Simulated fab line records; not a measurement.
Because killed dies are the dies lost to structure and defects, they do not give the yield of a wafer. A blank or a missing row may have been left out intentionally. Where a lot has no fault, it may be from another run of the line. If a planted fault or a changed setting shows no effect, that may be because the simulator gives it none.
Matching of chambers + flow n5Finfet + N5_HKMG_FIN_STRIP_57 on rieDiel-06 has 4 sister chambers
The step strips in CF4. 30 wafers are shown with their chamber, then 12 later ones without.

WAFERS, EACH WITH ITS CHAMBER
| wafer  | chamber | drypumpMotorCurrentA (A) | showerheadPlenumPTorr (Torr) | throttleValvePct (%) |
|--------|---------|--------------------------|------------------------------|----------------------|
| L075.1 | 3       | 5.9                      | 1.82                         | 13.48                |
| L075.3 | 0       | 6.2                      | 1.78                         | 14.01                |
| L075.5 | 0       | 6.2                      | 1.78                         | 14.00                |
| L077.1 | 1       | 4.8                      | 1.79                         | 13.77                |
| L077.3 | 2       | 5.1                      | 1.92                         | 13.37                |
| L077.6 | 0       | 6.2                      | 1.78                         | 14.01                |
| L078.1 | 0       | 6.2                      | 1.78                         | 14.01                |
| L078.3 | 1       | 4.8                      | 1.78                         | 13.75                |
| L078.6 | 3       | 5.9                      | 1.82                         | 13.51                |
| L079.1 | 1       | 4.8                      | 1.78                         | 13.77                |
| L079.3 | 0       | 6.2                      | 1.78                         | 14.03                |
| L079.6 | 0       | 6.2                      | 1.78                         | 14.03                |
| L080.1 | 3       | 5.9                      | 1.82                         | 13.50                |
| L080.3 | 1       | 4.8                      | 1.78                         | 13.78                |
| L080.5 | 3       | 5.9                      | 1.82                         | 13.50                |
| L083.2 | 1       | 4.8                      | 1.78                         | 13.79                |
| L083.4 | 2       | 5.1                      | 1.92                         | 13.40                |
| L083.5 | 2       | 5.1                      | 1.92                         | 13.40                |
| L085.3 | 0       | 6.2                      | 1.78                         | 14.06                |
| L085.4 | 3       | 5.9                      | 1.82                         | 13.54                |
| L085.6 | 0       | 6.2                      | 1.78                         | 14.06                |
| L088.1 | 2       | 5.1                      | 1.92                         | 13.44                |
| L088.3 | 0       | 6.2                      | 1.77                         | 14.06                |
| L088.5 | 3       | 5.9                      | 1.81                         | 13.55                |
| L089.4 | 2       | 5.1                      | 1.92                         | 13.43                |
| L089.5 | 0       | 6.2                      | 1.77                         | 14.07                |
| L089.6 | 3       | 5.8                      | 1.81                         | 13.55                |
| L090.1 | 3       | 5.9                      | 1.81                         | 13.55                |
| L090.2 | 1       | 4.8                      | 1.78                         | 13.82                |
| L090.5 | 1       | 4.8                      | 1.78                         | 13.81                |

SIGNATURES (averages over the wafers above)
| reading               | chamber 0 | chamber 1 | chamber 2 | chamber 3 | scatter within a chamber |
|-----------------------|-----------|-----------|-----------|-----------|--------------------------|
| drypumpMotorCurrentA  | 6.200     | 4.800     | 5.100     | 5.888     | 0.0183                   |
| showerheadPlenumPTorr | 1.7780    | 1.7814    | 1.9200    | 1.8163    | 0.00408                  |
| throttleValvePct      | 14.0340   | 13.7843   | 13.4080   | 13.5225   | 0.0266                   |
Rule: for each reading, subtract the chamber's mean from the wafer's reading, divide by that reading's scatter and square the result; add these up over the readings and take the root, which gives the wafer's distance from the chamber. The wafer belongs to the nearest chamber; if the next one is less than 2 further off, it can't be placed. The scatter is the square root of a quotient: the sum, over the shown wafers, of each reading's squared deviation from its chamber's mean, divided by wafers minus chambers.

WAFERS WITHOUT THEIR CHAMBER
| wafer  | drypumpMotorCurrentA (A) | showerheadPlenumPTorr (Torr) | throttleValvePct (%) |
|--------|--------------------------|------------------------------|----------------------|
| L091.2 | 5.1                      | 1.91                         | 13.44                |
| L091.3 | 4.8                      | 1.78                         | 13.82                |
| L091.4 | 5.9                      | 1.81                         | 13.55                |
| L093.2 | 6.2                      | 1.77                         | 14.09                |
| L093.4 | 4.8                      | 1.78                         | 13.83                |
| L093.5 | 5.1                      | 1.91                         | 13.46                |
| L094.1 | 5.9                      | 1.81                         | 13.56                |
| L094.4 | 4.8                      | 1.78                         | 13.84                |
| L094.6 | 4.8                      | 1.78                         | 13.83                |
| L095.1 | 5.9                      | 1.81                         | 13.56                |
| L095.3 | 4.8                      | 1.78                         | 13.84                |
| L095.4 | 6.3                      | 1.77                         | 14.08                |

THE CHAMBER EACH PASSED THROUGH
| wafer  | from the rows above | in truth |
|--------|---------------------|----------|
| L091.2 | 2                   | 2        |
| L091.3 | 1                   | 1        |
| L091.4 | 3                   | 3        |
| L093.2 | 0                   | 0        |
| L093.4 | 1                   | 1        |
| L093.5 | 2                   | 2        |
| L094.1 | 3                   | 3        |
| L094.4 | 1                   | 1        |
| L094.6 | 1                   | 1        |
| L095.1 | 3                   | 3        |
| L095.3 | 1                   | 1        |
| L095.4 | 0                   | 0        |
Correctly placed: 12 of 12. Not placeable from these rows: 0. Wrongly placed: 0.
